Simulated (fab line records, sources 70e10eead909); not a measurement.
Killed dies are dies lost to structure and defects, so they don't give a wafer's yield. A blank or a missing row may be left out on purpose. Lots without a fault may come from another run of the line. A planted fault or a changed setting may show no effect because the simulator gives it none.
Chamber matching | flow nand_harc | NHARC_A_CHANNEL_FILL_D2_ETCHBACK_20 on rie_diel-03: 4 sister chambers
The step etches the open film in C4F8/O2/Ar, target depth 27 nm, time 13.5 s. 8 wafers are shown with their chamber, then 11 later ones without.

WAFERS WITH THEIR CHAMBER
wafer  | chamber | rf_vpp_V (V) | oes_product_au (a.u.)
L077.2 | 3       | 987          | 0.995
L083.4 | 1       | 977          | 0.988
L083.6 | 0       | 982          | 0.991
L087.1 | 1       | 978          | 0.923
L088.3 | 3       | 987          | 1.001
L088.5 | 2       | 979          | 1.016
L088.6 | 0       | 981          | 1.003
L091.1 | 2       | 981          | 1.007

WAFERS WITHOUT THEIR CHAMBER
wafer  | rf_vpp_V (V) | oes_product_au (a.u.)
L091.3 | 988          | 1.011
L091.4 | 979          | 1.011
L093.1 | 988          | 1.007
L093.2 | 978          | 0.997
L093.4 | 980          | 1.005
L095.1 | 979          | 1.006
L095.2 | 988          | 1.011
L095.4 | 977          | 1.004
L097.2 | 980          | 0.970
L097.3 | 978          | 0.977
L097.4 | 978          | 0.971

WHICH CHAMBER EACH WENT THROUGH
wafer  | from the rows above          | in truth
L091.3 | 3                            | 3
L091.4 | can't be placed: 2 or 1 or 0 | 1
L093.1 | 3                            | 3
L093.2 | can't be placed: 1 or 2      | 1
L093.4 | can't be placed: 2 or 0      | 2
L095.1 | can't be placed: 2 or 1 or 0 | 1
L095.2 | 3                            | 3
L095.4 | can't be placed: 1 or 2      | 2
L097.2 | can't be placed: 2 or 0 or 1 | 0
L097.3 | can't be placed: 1 or 2      | 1
L097.4 | 1                            | 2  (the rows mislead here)
Placed correctly: 3 of 11. Can't be placed from these rows: 7 (the true chamber is among the candidates in 7). Placed wrongly: 1.
How it was worked out, from the rows above alone: a wafer's distance from a chamber is the root of the sum, over the readings, of the square of ((its reading less the chamber's mean) divided by the reading's scatter). The wafer belongs to the nearest chamber; if the next one is less than 2 further off, it can't be placed. A chamber's mean is the mean of its shown wafers. The scatter: the root of (the sum of the squares of (reading less its chamber's mean) over the shown wafers, divided by (wafers less chambers)).
